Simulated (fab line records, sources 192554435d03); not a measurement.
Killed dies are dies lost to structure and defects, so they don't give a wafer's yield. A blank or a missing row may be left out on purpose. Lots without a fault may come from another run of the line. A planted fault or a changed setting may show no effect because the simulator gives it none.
A struck lot beside a sound one | flow n5_finfet | 16 steps out of a route of 1938
Sound: wafers L822.1, L822.3, L822.6. Struck: wafer L821.2. (L821.4, L821.5 of the same lot were not struck and are left out.) The cause comes at the end.
At each step with rows: each side's tool, then ch and its chambers, then its first start. Under that, the readings that differ: sound wafers | struck wafers | difference of the means | sigmas: that difference in standard deviations of wafers without a fault.
alike: readings whose means differ by less than 2 such deviations, and words and numbers that are the same on both sides. not compared: withheld readings, readings that some wafer has no value for, bounds like >300 that may hide the same value, and numbers for which the record gives no deviation and whose values overlap.
The two part at a step that has a row with sigmas, a row that says differs or no value, or rows on one side only. Numbers that don't overlap but have no deviation are shown without sigmas and don't part them. A reading that every wafer of one side lacks parts them only if that side has two wafers or more.

first, 8 steps without rows for these wafers: N5_BEOL_M2_COAT_62 (time 60 s, resist thk 12 nm); N5_BEOL_M2_COAT_73 (time 60 s, resist thk 5 nm); N5_BEOL_M2_COAT_05 (resist thk 30 nm); N5_BEOL_M2_EBR_07; N5_BEOL_M2_SOFTBAKE_06 (time 60 s); N5_BEOL_M2_EXPOSE_08 (exposes mask M2); N5_BEOL_M2_PEB_09 (peb time 60 s); N5_BEOL_M2_DEVELOP_10 (develop time 30 s).
N5_BEOL_M2_CD_MEAS_11: target cd 16.79 nm.
  sound on cd_sem-02 ch 0, day 11 04:20; struck on cd_sem-01 ch 0, day 10 20:47
  alike: cd_nm
N5_BEOL_M2_OVL_MEAS_12:
  sound on overlay-02 ch 0, day 11 04:22; struck on overlay-02 ch 0, day 10 20:52
  alike: M2_OVL
N5_BEOL_M2_INSPECT_13: inspects for defects (brightfield).
  sound on defect_inspect-01, day 11 04:25; struck on defect_inspect-02, day 10 20:55
  alike: raw_defect_count
N5_BEOL_M2_DESCUM_16: chemistry O2, time 7 s.
  sound on rie_diel-04 ch 1,2, day 11 04:28; struck on rie_diel-03 ch 1, day 10 20:57
  alike: drypump_motor_current_A, oes_product_au, rf_vpp_V, showerhead_plenum_p_Torr, temp_c, throttle_valve_pct
  not compared: rf_hours_counter_h
N5_BEOL_M2_ETCH_74: etches underlayer in N2/H2, target depth 6.5 nm, time 5.2 s.
  sound on rie_diel-04 ch 1,2, day 11 04:29; struck on rie_diel-03 ch 1, day 10 20:59
  reading                         | sound             | struck | difference | sigmas
  etch_rf_on_time_s (s)           | 5.13 5.15 5.17    | 3.63   | -1.52      | -12
  oes_product_au (a.u.)           | 0.72 0.67 0.67    | 0.92   | +0.23      | +3
  rf_vpp_V (V)                    | 521.7 520.6 518.7 | 528.6  | +8.3       | +4
  showerhead_plenum_p_Torr (Torr) | 2.48 2.45 2.45    | 2.58   | +0.12      | +2
  alike: drypump_motor_current_A, throttle_valve_pct
  not compared: rf_hours_counter_h
N5_BEOL_M2_ETCH_63: etches SiARC in CF4, target depth 15.6 nm, time 26 s.
  sound on rie_diel-04 ch 1,2, day 11 04:31; struck on rie_diel-03 ch 1, day 10 21:00
  reading      | sound             | struck | difference | sigmas
  rf_vpp_V (V) | 184.2 183.3 183.0 | 185.5  | +2.0       | +2
  alike: drypump_motor_current_A, etch_rf_on_time_s, mfc_ar_sccm, oes_product_au, showerhead_plenum_p_Torr, throttle_valve_pct
  not compared: rf_hours_counter_h
N5_BEOL_M4_RC_MEAS_101:
  sound on prober-01 ch 0, day 12 08:06; struck on prober-02 ch 0, day 12 08:26
  alike: DIBL_N, DIBL_P, IOFF_N, IOFF_P, ION_N, ION_P, SS_N, SS_P, VT_N, VT_P
then, 1 step without rows for these wafers: N5_PASSIVATION_PROBE_49.

WHERE THEY PART
First at N5_BEOL_M2_ETCH_74; last, within this record, at N5_BEOL_M2_ETCH_63. Later steps at which nothing parts them and some readings are alike: N5_BEOL_M4_RC_MEAS_101.

WHY: what the simulator had put in
Process parameter drift: rie_diel-03, from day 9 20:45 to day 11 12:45, at N5_BEOL_M2_ETCH_74. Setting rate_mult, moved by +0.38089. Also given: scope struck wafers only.
